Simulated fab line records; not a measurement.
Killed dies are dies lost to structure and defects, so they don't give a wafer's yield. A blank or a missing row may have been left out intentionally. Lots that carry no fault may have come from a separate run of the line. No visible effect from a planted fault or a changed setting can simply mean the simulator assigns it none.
Split-lot trial | flow n5Finfet | 21 wafers read from 7 lots, route of 1938 steps

SPLIT DETAILS
At N5_SD_EPI_P_EPI_21 (deposits SiGe:B, time 355 s), the setting epiGrowthTimeS was moved away from the recipe's 355 s on 6 of the 21 wafers read, by -9.8% to +5.9%. For the rest of the wafers, this setting stayed at what the recipe calls for.

There is no step in the file separating the split from the reading.

THE READING
SiGe-B_of_SD_EPI_P_EPI_21.thkNm (the simulator's own value, which no gauge read), in nm, at N5_SD_EPI_P_HM_STRIP_48 (strips SiNx in H3PO4, material SiNx, target depth 3 nm). The file does not state a usual value for it. The 15 wafers here that ran the recipe average 60.5 nm, standard deviation 0.72 nm.

wafer  | tool, chamber at the split | epiGrowthTimeS as run, s | against the recipe | SiGe-B_of_SD_EPI_P_EPI_21.thkNm, nm | against lot-mates on the recipe
L079.4 | epiRpcvd-04, 0             | 355                      | recipe             | 60.6                                | -
L079.5 | epiRpcvd-04, 0             | 355                      | recipe             | 61.6                                | -
L079.6 | epiRpcvd-04, 0             | 355                      | recipe             | 60.2                                | -
L089.1 | epiRpcvd-02, 0             | 355                      | recipe             | 61                                  | -
L089.2 | epiRpcvd-02, 0             | 367.4                    | +3.5%              | 61.8                                | +0.8
L089.3 | epiRpcvd-02, 0             | 367.4                    | +3.5%              | 62                                  | +1.0
L090.1 | epiRpcvd-03, 0             | 355                      | recipe             | 59.8                                | -
L090.2 | epiRpcvd-03, 0             | 323.5                    | -8.9%              | 57.2                                | -2.7
L090.3 | epiRpcvd-03, 0             | 355                      | recipe             | 60                                  | -
L092.1 | epiRpcvd-02, 0             | 375.8                    | +5.9%              | 62.4                                | +3.0
L092.2 | epiRpcvd-02, 0             | 375.8                    | +5.9%              | 62.6                                | +3.2
L092.4 | epiRpcvd-02, 0             | 355                      | recipe             | 59.4                                | -
L091.2 | epiRpcvd-04, 0             | 355                      | recipe             | 61.6                                | -
L091.4 | epiRpcvd-04, 0             | 355                      | recipe             | 61                                  | -
L091.6 | epiRpcvd-04, 0             | 355                      | recipe             | 61.2                                | -
L093.3 | epiRpcvd-04, 0             | 355                      | recipe             | 60.8                                | -
L093.5 | epiRpcvd-04, 0             | 355                      | recipe             | 61.4                                | -
L093.6 | epiRpcvd-04, 0             | 320.3                    | -9.8%              | 57.6                                | -3.5
L095.2 | epiRpcvd-04, 0             | 355                      | recipe             | 59.8                                | -
L095.3 | epiRpcvd-04, 0             | 355                      | recipe             | 59.8                                | -
L095.4 | epiRpcvd-04, 0             | 355                      | recipe             | 59.8                                | -

THE FIT
A straight line over all 21 wafers: SiGe-B_of_SD_EPI_P_EPI_21.thkNm changes by +0.34 nm for each +1% of epiGrowthTimeS; r = +0.89; the points scatter about the line by 0.66 nm.
The same after taking each lot's own level away (the mean of its wafers on the recipe; 21 wafers): +0.377 nm for each +1%; r = +0.95; scatter 0.44 nm.
That fit puts the effect of the largest move of epiGrowthTimeS on the reading at 3.7 nm.
The span of the lots' own levels, 59.40 to 61.27 nm, comes to 2.6 times the standard deviation stated above.
The two slopes agree, so the slope changes little with the lot-to-lot level.
Check: for one of the wafers moved furthest among these (-9.8%), held out of the fit, the line's prediction against its lot-mates is -3.67 nm. It came out at -3.5 nm against them.

OTHER SPLITS ON THESE WAFERS
Other splits were also applied to these wafers ahead of the reading. Each is held against what the fit with the lots' levels taken away leaves over:
other split on the same wafers   | wafers away from the commonest value | r with SiGe-B_of_SD_EPI_P_EPI_21.thkNm (lot level and that fit taken away)
N5_WELL_APT_COAT_02 spinRpm      | 8                                    | +0.14
N5_FIN_SAQP_PECVD_48 timeS       | 8                                    | -0.04
N5_FIN_SAQP_ETCH_52 sourceW      | 5                                    | -0.41
N5_FIN_SAQP_SPACER1_ALD_24 tempC | 9                                    | -0.06
N5_DUMMY_GATE_COAT_09 spinRpm    | 8                                    | +0.09
N5_SD_EPI_N_ETCH_45 targetDepthA | 8                                    | +0.07
N5_SD_EPI_N_EPI_21 timeS         | 9                                    | -0.06

THE WHOLE CHAIN: every reading that the file lists as answering this split, in the file's order
step                    | what it does                                           | reading                                                                          | change (the file's fit)               | r (the file's)
N5_SD_EPI_P_EPI_21      | deposits SiGe:B, time 355 s                            | SiGe-B_of_SD_EPI_P_EPI_21.thkNm (the simulator's own value, which no gauge read) | +0.367 nm for each +1% of the setting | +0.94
N5_SD_EPI_P_HM_STRIP_48 | strips SiNx in H3PO4, material SiNx, target depth 3 nm | SiGe-B_of_SD_EPI_P_EPI_21.thkNm (the simulator's own value, which no gauge read) | +0.36 nm for each +1% of the setting  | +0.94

THE FILE'S OWN FIT
SiGe-B_of_SD_EPI_P_EPI_21.thkNm changes by +0.36 nm for each +1% of epiGrowthTimeS, r = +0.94.
